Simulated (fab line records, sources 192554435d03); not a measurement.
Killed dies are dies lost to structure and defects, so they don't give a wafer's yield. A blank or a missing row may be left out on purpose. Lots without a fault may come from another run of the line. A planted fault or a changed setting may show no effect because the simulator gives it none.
Problem report in the 8D (eight disciplines) form, filled by code | flow n5_finfet | the parts of the form that need people (team, actions taken, sign-off) are left out

1. THE PROBLEM
trench_depth_nm at N5_BEOL_M9_OCD_MEAS_38 reads a mean of 113.2 nm on 6 wafers of 2 lots; wafers without a fault read 150.1 nm with a standard deviation of 2.7. That is -14 standard deviations from the usual mean.
First seen on wafer L199.1, day 14 10:32, on ocd-01. The record holds 24 wafers of 8 lots with a number at this step. Rule for "out", or "out of limits": more than 4 standard deviations from the usual mean. The other wafers with a number count as sound.

2. WHAT IT IS AND WHAT IT IS NOT
question                    | is                     | is not
which readings at this step | trench_depth_nm        | -
which lots                  | L199, L203             | L186, L189, L193, L204, L205, L207
which wafers of those lots  | all that have a number | -
read on which gauges        | ocd-01                 | ocd-02
when                        | from day 14 10:32      | up to then (9 sound wafers); but 9 sound wafers of L204, L205, L207 came after

3. SUSPECTS, AND WHAT RULES EACH OUT
Counting: a tool at a process step up to the reading stays a suspect if it ran every lot that is out and no sound lot after the first of them.
- the gauge at N5_BEOL_M9_OCD_MEAS_38: ruled out. All the wafers that are out were read on ocd-01, but those of them that N5_BEOL_M9_TRENCH_ETCH_37 has rows for are out there too, on other tools.
- rie_diel-04 at N5_BEOL_M9_ETCH_76 (etches underlayer in N2/H2, target depth 6.5 nm, time 5.2 s): kept. It ran every lot that is out, first L199 (day 14 10:07), and no sound lot after that; its last sound lot up to then is L193 (day 12 11:16).
- rie_diel-04 at N5_BEOL_M9_ETCH_65 (etches SiARC in CF4, target depth 15.6 nm, time 26 s): kept. It ran every lot that is out, first L199 (day 14 10:08), and no sound lot after that; its last sound lot up to then is L193 (day 12 11:17).
- rie_diel-04 at N5_BEOL_M9_STRIP_36 (strips in N2/H2): kept. It ran every lot that is out, first L199 (day 14 10:19), and no sound lot after that; its last sound lot up to then is L193 (day 12 11:28).
- rie_diel-04 at N5_BEOL_M9_TRENCH_ETCH_37 (etches SiCOH lowk in C4F6/O2, target depth 151.43 nm, time 49 s): kept. It ran every lot that is out, first L199 (day 14 10:22), and no sound lot after that; its last sound lot up to then is L193 (day 12 11:31). Its own readings are out on those wafers: bias_w, rf_vpp_V.
Left after counting: rie_diel-04 at N5_BEOL_M9_ETCH_76, rie_diel-04 at N5_BEOL_M9_ETCH_65, rie_diel-04 at N5_BEOL_M9_STRIP_36, rie_diel-04 at N5_BEOL_M9_TRENCH_ETCH_37.

4. THE CAUSE (what the simulator had put in)
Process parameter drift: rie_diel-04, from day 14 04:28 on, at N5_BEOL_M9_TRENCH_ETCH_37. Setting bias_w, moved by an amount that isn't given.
Counting left 4 suspects, and this tool is among them.

5. THE CHAIN OF EFFECTS, in route order
Each row: a reading whose mean over the struck wafers that have a number lies more than 3 standard deviations from the usual. Only readings for which the record gives a usual standard deviation are gone through. hours: the time from each lot's start at the first step in this table that gives one to its start at this step, as a median over the lots. sigmas: the change in usual standard deviations.
hours | step                      | reading         | usual        | on struck wafers | change | sigmas
0     | N5_BEOL_M9_TRENCH_ETCH_37 | bias_w          | 185.0 W      | 71.1             | -113.9 | -99 or more
0     | N5_BEOL_M9_TRENCH_ETCH_37 | rf_vpp_V        | 667 V        | 311              | -356   | -30
0     | N5_BEOL_M9_OCD_MEAS_38    | trench_depth_nm | 150.1 nm     | 113.2            | -36.9  | -14
4     | N5_BEOL_M9_THK_MEAS_53    | M9_THK          | 141 nm       | 103              | -38    | -12
4     | N5_BEOL_M9_RS_MEAS_57     | M9_RS           | 0.153 ohm/sq | 0.217            | +0.064 | +18
The process steps in it:
- N5_BEOL_M9_TRENCH_ETCH_37: etches SiCOH lowk in C4F6/O2, target depth 151.43 nm, time 49 s.

6. WHAT WOULD HAVE CAUGHT IT SOONER
In this record the first reading out of limits at a measuring or inspecting step was taken at day 14 10:32, 6 hours after the fault began at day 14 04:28.
The tool's own readings at N5_BEOL_M9_TRENCH_ETCH_37 were out on every struck wafer that the step has a row for (bias_w, rf_vpp_V): an alarm limit on them would have fired on the first of those.
Of the lots that are out (2), L203 began N5_BEOL_M9_TRENCH_ETCH_37 on rie_diel-04 after day 14 10:32. A hold on the tool at that time would have spared it.
